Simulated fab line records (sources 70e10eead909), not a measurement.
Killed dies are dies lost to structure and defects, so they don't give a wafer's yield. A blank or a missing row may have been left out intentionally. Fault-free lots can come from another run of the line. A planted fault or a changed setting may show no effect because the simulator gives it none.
Which of the tools did it? || flow nand-harc || 15 lots with 43 wafers sampled at 4 steps, on a route of 1159 steps

WHAT THE GAUGES READ, wafer by wafer
Not one reading of a measure or inspect step in the record can be checked against a usual standard deviation.

TOOL THAT RAN EACH LOT (tool first, then ch and the chambers of the sampled wafers, then the start)
{"lot": "L989", "NHARC_A_CONTACT_DEP_84": "acl-dep-02 ch 0, day 17 02:25", "NHARC_A_CONTACT_DESCUM_13": "rie-diel-04 ch 2,3, day 17 04:17", "NHARC_A_CONTACT_ETCH_88": "rie-diel-04 ch 0,1,3, day 17 04:23", "NHARC_A_CONTACT_ETCH_31": "rie-diel-04 ch 0,1, day 17 05:01"}
{"lot": "L991", "NHARC_A_CONTACT_DEP_84": "acl-dep-02 ch 0, day 17 06:22", "NHARC_A_CONTACT_DESCUM_13": "rie-diel-12 ch 0,1,3, day 17 08:25", "NHARC_A_CONTACT_ETCH_88": "rie-diel-12 ch 0,1,3, day 17 08:30", "NHARC_A_CONTACT_ETCH_31": "rie-diel-12 ch 0,2,3, day 17 09:04"}
{"lot": "L992", "NHARC_A_CONTACT_DEP_84": "acl-dep-03 ch 0, day 17 06:32", "NHARC_A_CONTACT_DESCUM_13": "rie-diel-02 ch 0,1,2, day 17 08:35", "NHARC_A_CONTACT_ETCH_88": "rie-diel-02 ch 0,2,3, day 17 08:40", "NHARC_A_CONTACT_ETCH_31": "rie-diel-02 ch 0,2,3, day 17 09:13"}
{"lot": "L995", "NHARC_A_CONTACT_DEP_84": "acl-dep-01 ch 0, day 18 13:11", "NHARC_A_CONTACT_DESCUM_13": "rie-diel-12 ch 0,1, day 18 14:49", "NHARC_A_CONTACT_ETCH_88": "rie-diel-12 ch 0,2,3, day 18 14:54", "NHARC_A_CONTACT_ETCH_31": "rie-diel-12 ch 1,2, day 18 15:26"}
{"lot": "L997", "NHARC_A_CONTACT_DEP_84": "acl-dep-03 ch 0, day 18 21:44", "NHARC_A_CONTACT_DESCUM_13": "rie-diel-12 ch 0,3, day 18 23:24", "NHARC_A_CONTACT_ETCH_88": "rie-diel-12 ch 0,1, day 18 23:29", "NHARC_A_CONTACT_ETCH_31": "rie-diel-12 ch 1,3, day 19 00:20"}
{"lot": "L998", "NHARC_A_CONTACT_DEP_84": "acl-dep-02 ch 0, day 18 23:17", "NHARC_A_CONTACT_DESCUM_13": "rie-diel-12 ch 1,2,3, day 19 01:34", "NHARC_A_CONTACT_ETCH_88": "rie-diel-12 ch 0,1,2, day 19 01:39", "NHARC_A_CONTACT_ETCH_31": "rie-diel-12 ch 0,3, day 19 02:09"}
{"lot": "L101", "NHARC_A_CONTACT_DEP_84": "acl-dep-02 ch 0, day 19 16:02", "NHARC_A_CONTACT_DESCUM_13": "rie-diel-12 ch 0,1, day 19 17:17", "NHARC_A_CONTACT_ETCH_88": "rie-diel-12 ch 2,3, day 19 17:22", "NHARC_A_CONTACT_ETCH_31": "rie-diel-12 ch 1,2, day 19 18:00"}
{"lot": "L999", "NHARC_A_CONTACT_DEP_84": "acl-dep-03 ch 0, day 19 18:06", "NHARC_A_CONTACT_DESCUM_13": "rie-diel-02 ch 0,3, day 19 20:05", "NHARC_A_CONTACT_ETCH_88": "rie-diel-02 ch 2,3, day 19 20:10", "NHARC_A_CONTACT_ETCH_31": "rie-diel-02 ch 1,2, day 19 22:14"}
{"lot": "L105", "NHARC_A_CONTACT_DEP_84": "acl-dep-03 ch 0, day 21 06:58", "NHARC_A_CONTACT_DESCUM_13": "rie-diel-02 ch 1,3, day 21 08:58", "NHARC_A_CONTACT_ETCH_88": "rie-diel-02 ch 1,3, day 21 09:02", "NHARC_A_CONTACT_ETCH_31": "rie-diel-02 ch 1,2,3, day 21 09:32"}
{"lot": "L108", "NHARC_A_CONTACT_DEP_84": "acl-dep-01 ch 0, day 21 07:46", "NHARC_A_CONTACT_DESCUM_13": "rie-diel-04 ch 0,2, day 21 09:57", "NHARC_A_CONTACT_ETCH_88": "rie-diel-04 ch 0,2,3, day 21 10:02", "NHARC_A_CONTACT_ETCH_31": "rie-diel-04 ch 0,2,3, day 21 10:34"}
{"lot": "L109", "NHARC_A_CONTACT_DEP_84": "acl-dep-02 ch 0, day 22 00:51", "NHARC_A_CONTACT_DESCUM_13": "rie-diel-12 ch 0,2,3, day 22 03:04", "NHARC_A_CONTACT_ETCH_88": "rie-diel-12 ch 0,1,3, day 22 03:10", "NHARC_A_CONTACT_ETCH_31": "rie-diel-12 ch 2,3, day 22 03:40"}
{"lot": "L107", "NHARC_A_CONTACT_DEP_84": "acl-dep-03 ch 0, day 22 05:19", "NHARC_A_CONTACT_DESCUM_13": "rie-diel-12 ch 0,1,2, day 22 07:32", "NHARC_A_CONTACT_ETCH_88": "rie-diel-12 ch 1,2, day 22 07:47", "NHARC_A_CONTACT_ETCH_31": "rie-diel-12 ch 0,1,3, day 22 08:32"}
{"lot": "L110", "NHARC_A_CONTACT_DEP_84": "acl-dep-02 ch 0, day 22 08:44", "NHARC_A_CONTACT_DESCUM_13": "rie-diel-12 ch 0,2,3, day 22 10:36", "NHARC_A_CONTACT_ETCH_88": "rie-diel-12 ch 1,2,3, day 22 10:47", "NHARC_A_CONTACT_ETCH_31": "rie-diel-12 ch 0,1,2, day 22 11:20"}
{"lot": "L111", "NHARC_A_CONTACT_DEP_84": "acl-dep-03 ch 0, day 22 11:59", "NHARC_A_CONTACT_DESCUM_13": "rie-diel-12 ch 0,1,3, day 22 13:57", "NHARC_A_CONTACT_ETCH_88": "rie-diel-12 ch 0,2,3, day 22 14:02", "NHARC_A_CONTACT_ETCH_31": "rie-diel-12 ch 0,1,3, day 22 14:36"}
{"lot": "L112", "NHARC_A_CONTACT_DEP_84": "acl-dep-02 ch 0, day 22 19:19", "NHARC_A_CONTACT_DESCUM_13": "rie-diel-12 ch 0,1,3, day 22 21:26", "NHARC_A_CONTACT_ETCH_88": "rie-diel-12 ch 1,2,3, day 22 21:31", "NHARC_A_CONTACT_ETCH_31": "rie-diel-12 ch 0,1,2, day 22 22:04"}
- NHARC_A_CONTACT_DEP_84: deposits aC, target thk 2000 nm.
- NHARC_A_CONTACT_DESCUM_13: chemistry O2, time 3 s.
- NHARC_A_CONTACT_ETCH_88: etches the open film in CF4, target depth 39 nm, time 65 s.
- NHARC_A_CONTACT_ETCH_31: etches the open film in O2/COS, target depth 2000 nm, time 520 s.

AS READ BY THE TOOLS THEMSELVES (means over the sampled wafers that have a number; for cases with no such wafer, the mark the record gives instead)
NHARC_A_CONTACT_DEP_84. Usual: throttle-valve-pct 35.000 %, standard deviation 0.0087.
{"lot": "L989", "tool": "acl-dep-02", "throttle-valve-pct (%)": 34.994, "flag": ""}
{"lot": "L991", "tool": "acl-dep-02", "throttle-valve-pct (%)": 34.992, "flag": ""}
{"lot": "L992", "tool": "acl-dep-03", "throttle-valve-pct (%)": 34.994, "flag": ""}
{"lot": "L995", "tool": "acl-dep-01", "throttle-valve-pct (%)": 35.006, "flag": ""}
{"lot": "L997", "tool": "acl-dep-03", "throttle-valve-pct (%)": 35.001, "flag": ""}
{"lot": "L998", "tool": "acl-dep-02", "throttle-valve-pct (%)": 35.007, "flag": ""}
{"lot": "L101", "tool": "acl-dep-02", "throttle-valve-pct (%)": 34.995, "flag": ""}
{"lot": "L999", "tool": "acl-dep-03", "throttle-valve-pct (%)": 35.003, "flag": ""}
{"lot": "L105", "tool": "acl-dep-03", "throttle-valve-pct (%)": 34.999, "flag": ""}
{"lot": "L108", "tool": "acl-dep-01", "throttle-valve-pct (%)": 34.999, "flag": ""}
{"lot": "L109", "tool": "acl-dep-02", "throttle-valve-pct (%)": 35.006, "flag": ""}
{"lot": "L107", "tool": "acl-dep-03", "throttle-valve-pct (%)": 35.000, "flag": ""}
{"lot": "L110", "tool": "acl-dep-02", "throttle-valve-pct (%)": 35.002, "flag": ""}
{"lot": "L111", "tool": "acl-dep-03", "throttle-valve-pct (%)": 35.003, "flag": ""}
{"lot": "L112", "tool": "acl-dep-02", "throttle-valve-pct (%)": 35.001, "flag": ""}

NHARC_A_CONTACT_DESCUM_13. Usual: drypump-motor-current-A 5.6 A, standard deviation 0.31; mfc-ar-sccm 0.007 sccm, standard deviation 0.0097; oes-product-au 1.000 a.u., standard deviation 0.0066; rf-vpp-V 57.6 V, standard deviation 0.98; showerhead-plenum-p-Torr 1.91 Torr, standard deviation 0.068; throttle-valve-pct 11.312 %, standard deviation 0.0089.
{"lot": "L989", "tool": "rie-diel-04", "drypump-motor-current-A (A)": 5.3, "mfc-ar-sccm (sccm)": 0.011, "oes-product-au (a.u.)": 1.003, "rf-vpp-V (V)": 57.3, "showerhead-plenum-p-Torr (Torr)": 1.93, "throttle-valve-pct (%)": 11.312, "flag": ""}
{"lot": "L991", "tool": "rie-diel-12", "drypump-motor-current-A (A)": 5.6, "mfc-ar-sccm (sccm)": 0.002, "oes-product-au (a.u.)": 0.998, "rf-vpp-V (V)": 56.9, "showerhead-plenum-p-Torr (Torr)": 1.91, "throttle-valve-pct (%)": 11.304, "flag": ""}
{"lot": "L992", "tool": "rie-diel-02", "drypump-motor-current-A (A)": 5.9, "mfc-ar-sccm (sccm)": 0.020, "oes-product-au (a.u.)": 0.997, "rf-vpp-V (V)": 58.0, "showerhead-plenum-p-Torr (Torr)": 1.96, "throttle-valve-pct (%)": 11.316, "flag": ""}
{"lot": "L995", "tool": "rie-diel-12", "drypump-motor-current-A (A)": 5.7, "mfc-ar-sccm (sccm)": 0.000, "oes-product-au (a.u.)": 1.001, "rf-vpp-V (V)": 58.1, "showerhead-plenum-p-Torr (Torr)": 1.93, "throttle-valve-pct (%)": 11.307, "flag": ""}
{"lot": "L997", "tool": "rie-diel-12", "drypump-motor-current-A (A)": 5.5, "mfc-ar-sccm (sccm)": 0.003, "oes-product-au (a.u.)": 1.008, "rf-vpp-V (V)": 58.1, "showerhead-plenum-p-Torr (Torr)": 1.92, "throttle-valve-pct (%)": 11.309, "flag": ""}
{"lot": "L998", "tool": "rie-diel-12", "drypump-motor-current-A (A)": 5.7, "mfc-ar-sccm (sccm)": 0.002, "oes-product-au (a.u.)": 1.001, "rf-vpp-V (V)": 57.1, "showerhead-plenum-p-Torr (Torr)": 1.86, "throttle-valve-pct (%)": 11.319, "flag": ""}
{"lot": "L101", "tool": "rie-diel-12", "drypump-motor-current-A (A)": 5.7, "mfc-ar-sccm (sccm)": 0.000, "oes-product-au (a.u.)": 0.998, "rf-vpp-V (V)": 58.0, "showerhead-plenum-p-Torr (Torr)": 1.94, "throttle-valve-pct (%)": 11.305, "flag": ""}
{"lot": "L999", "tool": "rie-diel-02", "drypump-motor-current-A (A)": 5.1, "mfc-ar-sccm (sccm)": 0.005, "oes-product-au (a.u.)": 1.000, "rf-vpp-V (V)": 57.8, "showerhead-plenum-p-Torr (Torr)": 1.92, "throttle-valve-pct (%)": 11.308, "flag": ""}
{"lot": "L105", "tool": "rie-diel-02", "drypump-motor-current-A (A)": 5.5, "mfc-ar-sccm (sccm)": 0.021, "oes-product-au (a.u.)": 0.998, "rf-vpp-V (V)": 56.6, "showerhead-plenum-p-Torr (Torr)": 1.87, "throttle-valve-pct (%)": 11.303, "flag": ""}
{"lot": "L108", "tool": "rie-diel-04", "drypump-motor-current-A (A)": 5.3, "mfc-ar-sccm (sccm)": 0.002, "oes-product-au (a.u.)": 1.004, "rf-vpp-V (V)": 57.3, "showerhead-plenum-p-Torr (Torr)": 1.86, "throttle-valve-pct (%)": 11.319, "flag": ""}
{"lot": "L109", "tool": "rie-diel-12", "drypump-motor-current-A (A)": 5.6, "mfc-ar-sccm (sccm)": 0.002, "oes-product-au (a.u.)": 0.998, "rf-vpp-V (V)": 57.7, "showerhead-plenum-p-Torr (Torr)": 1.89, "throttle-valve-pct (%)": 11.325, "flag": ""}
{"lot": "L107", "tool": "rie-diel-12", "drypump-motor-current-A (A)": 5.7, "mfc-ar-sccm (sccm)": 0.000, "oes-product-au (a.u.)": 0.998, "rf-vpp-V (V)": 57.4, "showerhead-plenum-p-Torr (Torr)": 1.91, "throttle-valve-pct (%)": 11.308, "flag": ""}
{"lot": "L110", "tool": "rie-diel-12", "drypump-motor-current-A (A)": 5.6, "mfc-ar-sccm (sccm)": 0.002, "oes-product-au (a.u.)": 1.006, "rf-vpp-V (V)": 58.2, "showerhead-plenum-p-Torr (Torr)": 1.88, "throttle-valve-pct (%)": 11.317, "flag": ""}
{"lot": "L111", "tool": "rie-diel-12", "drypump-motor-current-A (A)": 5.6, "mfc-ar-sccm (sccm)": 0.002, "oes-product-au (a.u.)": 1.005, "rf-vpp-V (V)": 57.5, "showerhead-plenum-p-Torr (Torr)": 1.90, "throttle-valve-pct (%)": 11.319, "flag": ""}
{"lot": "L112", "tool": "rie-diel-12", "drypump-motor-current-A (A)": 5.6, "mfc-ar-sccm (sccm)": 0.002, "oes-product-au (a.u.)": 1.003, "rf-vpp-V (V)": 58.4, "showerhead-plenum-p-Torr (Torr)": 1.90, "throttle-valve-pct (%)": 11.303, "flag": ""}

NHARC_A_CONTACT_ETCH_88. Usual: drypump-motor-current-A is 5.6 A with standard deviation 0.31, mfc-ar-sccm is 0.006 sccm with standard deviation 0.0098, oes-product-au is 1.000 a.u. with standard deviation 0.0071, rf-vpp-V is 151.3 V with standard deviation 1.1, run-length-s is 86.4 s with standard deviation 0.37, showerhead-plenum-p-Torr is 1.77 Torr with standard deviation 0.06, and throttle-valve-pct is 13.284 % with standard deviation 0.0083.
{"lot": "L989", "tool": "rie-diel-04", "drypump-motor-current-A (A)": 5.5, "mfc-ar-sccm (sccm)": 0.007, "oes-product-au (a.u.)": 1.000, "rf-vpp-V (V)": 151.7, "run-length-s (s)": 86.3, "showerhead-plenum-p-Torr (Torr)": 1.80, "throttle-valve-pct (%)": 13.284, "flag": ""}
{"lot": "L991", "tool": "rie-diel-12", "drypump-motor-current-A (A)": 5.6, "mfc-ar-sccm (sccm)": 0.002, "oes-product-au (a.u.)": 1.002, "rf-vpp-V (V)": 151.6, "run-length-s (s)": 86.5, "showerhead-plenum-p-Torr (Torr)": 1.77, "throttle-valve-pct (%)": 13.287, "flag": ""}
{"lot": "L992", "tool": "rie-diel-02", "drypump-motor-current-A (A)": 5.6, "mfc-ar-sccm (sccm)": 0.009, "oes-product-au (a.u.)": 0.999, "rf-vpp-V (V)": 153.2, "run-length-s (s)": 87.0, "showerhead-plenum-p-Torr (Torr)": 1.81, "throttle-valve-pct (%)": 13.276, "flag": ""}
{"lot": "L995", "tool": "rie-diel-12", "drypump-motor-current-A (A)": 5.6, "mfc-ar-sccm (sccm)": 0.002, "oes-product-au (a.u.)": 0.996, "rf-vpp-V (V)": 150.4, "run-length-s (s)": 86.6, "showerhead-plenum-p-Torr (Torr)": 1.75, "throttle-valve-pct (%)": 13.284, "flag": ""}
{"lot": "L997", "tool": "rie-diel-12", "drypump-motor-current-A (A)": 5.7, "mfc-ar-sccm (sccm)": 0.000, "oes-product-au (a.u.)": 0.994, "rf-vpp-V (V)": 151.4, "run-length-s (s)": 86.2, "showerhead-plenum-p-Torr (Torr)": 1.79, "throttle-valve-pct (%)": 13.280, "flag": ""}
{"lot": "L998", "tool": "rie-diel-12", "drypump-motor-current-A (A)": 5.7, "mfc-ar-sccm (sccm)": 0.000, "oes-product-au (a.u.)": 1.001, "rf-vpp-V (V)": 150.9, "run-length-s (s)": 86.3, "showerhead-plenum-p-Torr (Torr)": 1.76, "throttle-valve-pct (%)": 13.285, "flag": ""}
{"lot": "L101", "tool": "rie-diel-12", "drypump-motor-current-A (A)": 5.7, "mfc-ar-sccm (sccm)": 0.003, "oes-product-au (a.u.)": 1.002, "rf-vpp-V (V)": 150.6, "run-length-s (s)": 86.5, "showerhead-plenum-p-Torr (Torr)": 1.70, "throttle-valve-pct (%)": 13.297, "flag": ""}
{"lot": "L999", "tool": "rie-diel-02", "drypump-motor-current-A (A)": 5.8, "mfc-ar-sccm (sccm)": 0.008, "oes-product-au (a.u.)": 0.997, "rf-vpp-V (V)": 151.2, "run-length-s (s)": 86.4, "showerhead-plenum-p-Torr (Torr)": 1.80, "throttle-valve-pct (%)": 13.271, "flag": ""}
{"lot": "L105", "tool": "rie-diel-02", "drypump-motor-current-A (A)": 5.2, "mfc-ar-sccm (sccm)": 0.011, "oes-product-au (a.u.)": 1.000, "rf-vpp-V (V)": 151.3, "run-length-s (s)": 86.4, "showerhead-plenum-p-Torr (Torr)": 1.73, "throttle-valve-pct (%)": 13.281, "flag": ""}
{"lot": "L108", "tool": "rie-diel-04", "drypump-motor-current-A (A)": 5.4, "mfc-ar-sccm (sccm)": 0.009, "oes-product-au (a.u.)": 1.012, "rf-vpp-V (V)": 150.0, "run-length-s (s)": 86.2, "showerhead-plenum-p-Torr (Torr)": 1.75, "throttle-valve-pct (%)": 13.285, "flag": ""}
{"lot": "L109", "tool": "rie-diel-12", "drypump-motor-current-A (A)": 5.6, "mfc-ar-sccm (sccm)": 0.002, "oes-product-au (a.u.)": 1.001, "rf-vpp-V (V)": 150.9, "run-length-s (s)": 86.5, "showerhead-plenum-p-Torr (Torr)": 1.76, "throttle-valve-pct (%)": 13.286, "flag": ""}
{"lot": "L107", "tool": "rie-diel-12", "drypump-motor-current-A (A)": 5.8, "mfc-ar-sccm (sccm)": 0.000, "oes-product-au (a.u.)": 0.995, "rf-vpp-V (V)": 150.4, "run-length-s (s)": 86.2, "showerhead-plenum-p-Torr (Torr)": 1.72, "throttle-valve-pct (%)": 13.283, "flag": ""}
{"lot": "L110", "tool": "rie-diel-12", "drypump-motor-current-A (A)": 5.7, "mfc-ar-sccm (sccm)": 0.002, "oes-product-au (a.u.)": 1.003, "rf-vpp-V (V)": 150.9, "run-length-s (s)": 86.5, "showerhead-plenum-p-Torr (Torr)": 1.72, "throttle-valve-pct (%)": 13.289, "flag": ""}
{"lot": "L111", "tool": "rie-diel-12", "drypump-motor-current-A (A)": 5.6, "mfc-ar-sccm (sccm)": 0.002, "oes-product-au (a.u.)": 1.003, "rf-vpp-V (V)": 150.6, "run-length-s (s)": 86.2, "showerhead-plenum-p-Torr (Torr)": 1.75, "throttle-valve-pct (%)": 13.281, "flag": ""}
{"lot": "L112", "tool": "rie-diel-12", "drypump-motor-current-A (A)": 5.7, "mfc-ar-sccm (sccm)": 0.002, "oes-product-au (a.u.)": 1.006, "rf-vpp-V (V)": 151.0, "run-length-s (s)": 86.4, "showerhead-plenum-p-Torr (Torr)": 1.72, "throttle-valve-pct (%)": 13.286, "flag": ""}

NHARC_A_CONTACT_ETCH_31. Usual: drypump-motor-current-A is 5.6 A with standard deviation 0.31, mfc-ar-sccm is 0.006 sccm with standard deviation 0.0096, oes-product-au is 0.999 a.u. with standard deviation 0.007, rf-vpp-V is 314.1 V with standard deviation 1.7, run-length-s is 541.4 s with standard deviation 0.37, showerhead-plenum-p-Torr is 3.12 Torr with standard deviation 0.11, and throttle-valve-pct is 28.330 % with standard deviation 0.0088.
{"lot": "L989", "tool": "rie-diel-04", "drypump-motor-current-A (A)": 5.4, "mfc-ar-sccm (sccm)": 0.000, "oes-product-au (a.u.)": 0.994, "rf-vpp-V (V)": 314.0, "run-length-s (s)": 540.9, "showerhead-plenum-p-Torr (Torr)": 3.12, "throttle-valve-pct (%)": 28.324, "flag": ""}
{"lot": "L991", "tool": "rie-diel-12", "drypump-motor-current-A (A)": 5.6, "mfc-ar-sccm (sccm)": 0.002, "oes-product-au (a.u.)": 0.994, "rf-vpp-V (V)": 313.4, "run-length-s (s)": 541.4, "showerhead-plenum-p-Torr (Torr)": 3.09, "throttle-valve-pct (%)": 28.326, "flag": ""}
{"lot": "L992", "tool": "rie-diel-02", "drypump-motor-current-A (A)": 5.6, "mfc-ar-sccm (sccm)": 0.009, "oes-product-au (a.u.)": 1.006, "rf-vpp-V (V)": 315.6, "run-length-s (s)": 541.7, "showerhead-plenum-p-Torr (Torr)": 3.19, "throttle-valve-pct (%)": 28.329, "flag": ""}
{"lot": "L995", "tool": "rie-diel-12", "drypump-motor-current-A (A)": 5.8, "mfc-ar-sccm (sccm)": 0.000, "oes-product-au (a.u.)": 0.997, "rf-vpp-V (V)": 313.1, "run-length-s (s)": 541.5, "showerhead-plenum-p-Torr (Torr)": 3.06, "throttle-valve-pct (%)": 28.333, "flag": ""}
{"lot": "L997", "tool": "rie-diel-12", "drypump-motor-current-A (A)": 5.6, "mfc-ar-sccm (sccm)": 0.003, "oes-product-au (a.u.)": 1.007, "rf-vpp-V (V)": 314.1, "run-length-s (s)": 481.8, "showerhead-plenum-p-Torr (Torr)": 3.05, "throttle-valve-pct (%)": 28.325, "flag": "OFF"}
{"lot": "L998", "tool": "rie-diel-12", "drypump-motor-current-A (A)": 5.4, "mfc-ar-sccm (sccm)": 0.004, "oes-product-au (a.u.)": 0.996, "rf-vpp-V (V)": 313.8, "run-length-s (s)": 501.8, "showerhead-plenum-p-Torr (Torr)": 3.09, "throttle-valve-pct (%)": 28.332, "flag": "OFF"}
{"lot": "L101", "tool": "rie-diel-12", "drypump-motor-current-A (A)": 5.8, "mfc-ar-sccm (sccm)": 0.000, "oes-product-au (a.u.)": 0.998, "rf-vpp-V (V)": 314.2, "run-length-s (s)": 422.6, "showerhead-plenum-p-Torr (Torr)": 3.04, "throttle-valve-pct (%)": 28.334, "flag": "OFF"}
{"lot": "L999", "tool": "rie-diel-02", "drypump-motor-current-A (A)": 6.0, "mfc-ar-sccm (sccm)": 0.025, "oes-product-au (a.u.)": 0.995, "rf-vpp-V (V)": 313.6, "run-length-s (s)": 541.6, "showerhead-plenum-p-Torr (Torr)": 3.12, "throttle-valve-pct (%)": 28.327, "flag": ""}
{"lot": "L105", "tool": "rie-diel-02", "drypump-motor-current-A (A)": 5.6, "mfc-ar-sccm (sccm)": 0.015, "oes-product-au (a.u.)": 1.000, "rf-vpp-V (V)": 314.2, "run-length-s (s)": 541.5, "showerhead-plenum-p-Torr (Torr)": 3.11, "throttle-valve-pct (%)": 28.338, "flag": ""}
{"lot": "L108", "tool": "rie-diel-04", "drypump-motor-current-A (A)": 5.4, "mfc-ar-sccm (sccm)": 0.009, "oes-product-au (a.u.)": 0.996, "rf-vpp-V (V)": 314.2, "run-length-s (s)": 541.1, "showerhead-plenum-p-Torr (Torr)": 3.10, "throttle-valve-pct (%)": 28.331, "flag": ""}
{"lot": "L109", "tool": "rie-diel-12", "drypump-motor-current-A (A)": 5.6, "mfc-ar-sccm (sccm)": 0.004, "oes-product-au (a.u.)": 0.988, "rf-vpp-V (V)": 312.1, "run-length-s (s)": 541.6, "showerhead-plenum-p-Torr (Torr)": 3.00, "throttle-valve-pct (%)": 28.334, "flag": ""}
{"lot": "L107", "tool": "rie-diel-12", "drypump-motor-current-A (A)": 5.6, "mfc-ar-sccm (sccm)": 0.002, "oes-product-au (a.u.)": 1.002, "rf-vpp-V (V)": 313.7, "run-length-s (s)": 541.3, "showerhead-plenum-p-Torr (Torr)": 3.11, "throttle-valve-pct (%)": 28.321, "flag": ""}
{"lot": "L110", "tool": "rie-diel-12", "drypump-motor-current-A (A)": 5.7, "mfc-ar-sccm (sccm)": 0.000, "oes-product-au (a.u.)": 0.997, "rf-vpp-V (V)": 313.3, "run-length-s (s)": 541.2, "showerhead-plenum-p-Torr (Torr)": 3.11, "throttle-valve-pct (%)": 28.331, "flag": ""}
{"lot": "L111", "tool": "rie-diel-12", "drypump-motor-current-A (A)": 5.6, "mfc-ar-sccm (sccm)": 0.002, "oes-product-au (a.u.)": 1.003, "rf-vpp-V (V)": 313.1, "run-length-s (s)": 541.5, "showerhead-plenum-p-Torr (Torr)": 3.11, "throttle-valve-pct (%)": 28.329, "flag": ""}
{"lot": "L112", "tool": "rie-diel-12", "drypump-motor-current-A (A)": 5.7, "mfc-ar-sccm (sccm)": 0.000, "oes-product-au (a.u.)": 0.996, "rf-vpp-V (V)": 312.8, "run-length-s (s)": 541.3, "showerhead-plenum-p-Torr (Torr)": 3.11, "throttle-valve-pct (%)": 28.330, "flag": ""}

THE ANSWER, worked out from the rows above alone
Rule: take the mean of a lot's wafers that have a number; if it is more than 3 standard deviations from the usual mean, the lot is off. A lot without any number at a reading at which 4 lots or more have one is off too. Where the step has rows for the other lots, those lots are counted as sound. Order of review: gauges by route order, followed by the tools' own readings, for which a lot's mean as printed above is used. At the first step where some lot is off, the reading lying furthest off is the one used; lots without a number count as furthest.
Off at NHARC_A_CONTACT_ETCH_31 (run-length-s): L997, L998, L101.
If a tool, at that step or one of the process steps before it, ran each lot that is off and ran no sound lot following the first of them, it fits. Of those tried, none fits.

WHAT THE SIMULATOR HAD PUT IN
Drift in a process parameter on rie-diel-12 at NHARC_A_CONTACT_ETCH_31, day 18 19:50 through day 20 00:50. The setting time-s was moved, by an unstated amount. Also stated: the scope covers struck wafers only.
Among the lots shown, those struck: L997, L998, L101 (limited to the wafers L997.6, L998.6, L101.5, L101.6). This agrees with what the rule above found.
